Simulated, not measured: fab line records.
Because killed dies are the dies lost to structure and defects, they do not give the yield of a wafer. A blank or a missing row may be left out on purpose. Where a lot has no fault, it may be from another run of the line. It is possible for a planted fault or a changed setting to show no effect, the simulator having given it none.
Chamber matching / flow nand-harc / cmp-04 running NHARC_P_STI_CMP_21: 4 sister chambers
The step polishes, t overpolish 20 s, target thk 380.67 nm. 18 wafers are shown with their chamber, then 9 later ones without.

== EACH WAFER AND ITS CHAMBER ==
wafer=L735.3; chamber=0; motor-current-A (A)=12.7; overpolish-run-s (s)=20.000; slurry-flow-ml-min=149.5
wafer=L735.5; chamber=2; motor-current-A (A)=11.8; overpolish-run-s (s)=20.009; slurry-flow-ml-min=150.7
wafer=L735.6; chamber=1; motor-current-A (A)=12.0; overpolish-run-s (s)=19.989; slurry-flow-ml-min=150.1
wafer=L737.1; chamber=3; motor-current-A (A)=13.0; overpolish-run-s (s)=20.004; slurry-flow-ml-min=150.0
wafer=L737.3; chamber=0; motor-current-A (A)=13.3; overpolish-run-s (s)=20.004; slurry-flow-ml-min=149.9
wafer=L737.6; chamber=0; motor-current-A (A)=13.5; overpolish-run-s (s)=20.000; slurry-flow-ml-min=149.9
wafer=L738.2; chamber=1; motor-current-A (A)=11.9; overpolish-run-s (s)=20.013; slurry-flow-ml-min=150.2
wafer=L738.4; chamber=0; motor-current-A (A)=13.0; overpolish-run-s (s)=19.999; slurry-flow-ml-min=150.1
wafer=L738.6; chamber=1; motor-current-A (A)=12.7; overpolish-run-s (s)=19.997; slurry-flow-ml-min=149.7
wafer=L742.4; chamber=1; motor-current-A (A)=12.6; overpolish-run-s (s)=20.013; slurry-flow-ml-min=150.8
wafer=L742.5; chamber=0; motor-current-A (A)=12.4; overpolish-run-s (s)=20.008; slurry-flow-ml-min=150.3
wafer=L742.6; chamber=3; motor-current-A (A)=13.4; overpolish-run-s (s)=19.995; slurry-flow-ml-min=150.2
wafer=L745.2; chamber=3; motor-current-A (A)=13.4; overpolish-run-s (s)=19.993; slurry-flow-ml-min=150.0
wafer=L745.3; chamber=2; motor-current-A (A)=12.3; overpolish-run-s (s)=20.002; slurry-flow-ml-min=149.8
wafer=L745.6; chamber=2; motor-current-A (A)=12.3; overpolish-run-s (s)=19.994; slurry-flow-ml-min=150.0
wafer=L746.1; chamber=1; motor-current-A (A)=12.4; overpolish-run-s (s)=19.990; slurry-flow-ml-min=149.7
wafer=L746.3; chamber=3; motor-current-A (A)=12.9; overpolish-run-s (s)=20.000; slurry-flow-ml-min=151.1
wafer=L746.6; chamber=2; motor-current-A (A)=12.6; overpolish-run-s (s)=20.018; slurry-flow-ml-min=150.7

SIGNATURES, as means of the wafers listed above
reading=motor-current-A; chamber 0=12.980; chamber 1=12.320; chamber 2=12.250; chamber 3=13.175; scatter within a chamber=0.362
reading=overpolish-run-s; chamber 0=20.00220; chamber 1=20.00040; chamber 2=20.00575; chamber 3=19.99800; scatter within a chamber=0.0085
reading=slurry-flow-ml-min; chamber 0=149.940; chamber 1=150.100; chamber 2=150.300; chamber 3=150.325; scatter within a chamber=0.436
Rule: a wafer's distance from a chamber is the root of the sum, over the readings, of the square of ((its reading less the chamber's mean) divided by the reading's scatter). If the next closest chamber is less than 2 further off than the closest, the wafer can't be placed; otherwise it belongs to the closest. The scatter is the square root of a quotient: the sum, over the shown wafers, of each reading's squared deviation from its chamber's mean, divided by wafers minus chambers.

== WAFERS WITHOUT THEIR CHAMBER ==
wafer=L747.1; motor-current-A (A)=13.4; overpolish-run-s (s)=19.987; slurry-flow-ml-min=150.2
wafer=L747.5; motor-current-A (A)=12.3; overpolish-run-s (s)=19.994; slurry-flow-ml-min=149.7
wafer=L747.6; motor-current-A (A)=12.4; overpolish-run-s (s)=19.993; slurry-flow-ml-min=150.5
wafer=L748.1; motor-current-A (A)=12.0; overpolish-run-s (s)=19.984; slurry-flow-ml-min=149.8
wafer=L748.3; motor-current-A (A)=12.2; overpolish-run-s (s)=19.986; slurry-flow-ml-min=149.6
wafer=L748.4; motor-current-A (A)=13.5; overpolish-run-s (s)=19.998; slurry-flow-ml-min=150.1
wafer=L758.4; motor-current-A (A)=12.4; overpolish-run-s (s)=20.006; slurry-flow-ml-min=149.9
wafer=L758.5; motor-current-A (A)=12.8; overpolish-run-s (s)=19.997; slurry-flow-ml-min=150.1
wafer=L758.6; motor-current-A (A)=12.4; overpolish-run-s (s)=19.988; slurry-flow-ml-min=149.1

== EACH ONE'S CHAMBER ==
wafer=L747.1; from the rows above=can't be placed: 3 or 0 or 1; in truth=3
wafer=L747.5; from the rows above=can't be placed: 1 or 2 or 0 or 3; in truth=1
wafer=L747.6; from the rows above=can't be placed: 1 or 2 or 3 or 0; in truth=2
wafer=L748.1; from the rows above=can't be placed: 1 or 2 or 0 or 3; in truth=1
wafer=L748.3; from the rows above=can't be placed: 1 or 2 or 0 or 3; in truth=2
wafer=L748.4; from the rows above=can't be placed: 3 or 0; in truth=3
wafer=L758.4; from the rows above=can't be placed: 1 or 2 or 0 or 3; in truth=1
wafer=L758.5; from the rows above=can't be placed: 0 or 3 or 1 or 2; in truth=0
wafer=L758.6; from the rows above=can't be placed: 1 or 0 or 2 or 3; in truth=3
Placed correctly: 0 of 9. Not placeable from these rows: 9 (in 9, the candidates include the true chamber). Placed wrongly: 0.
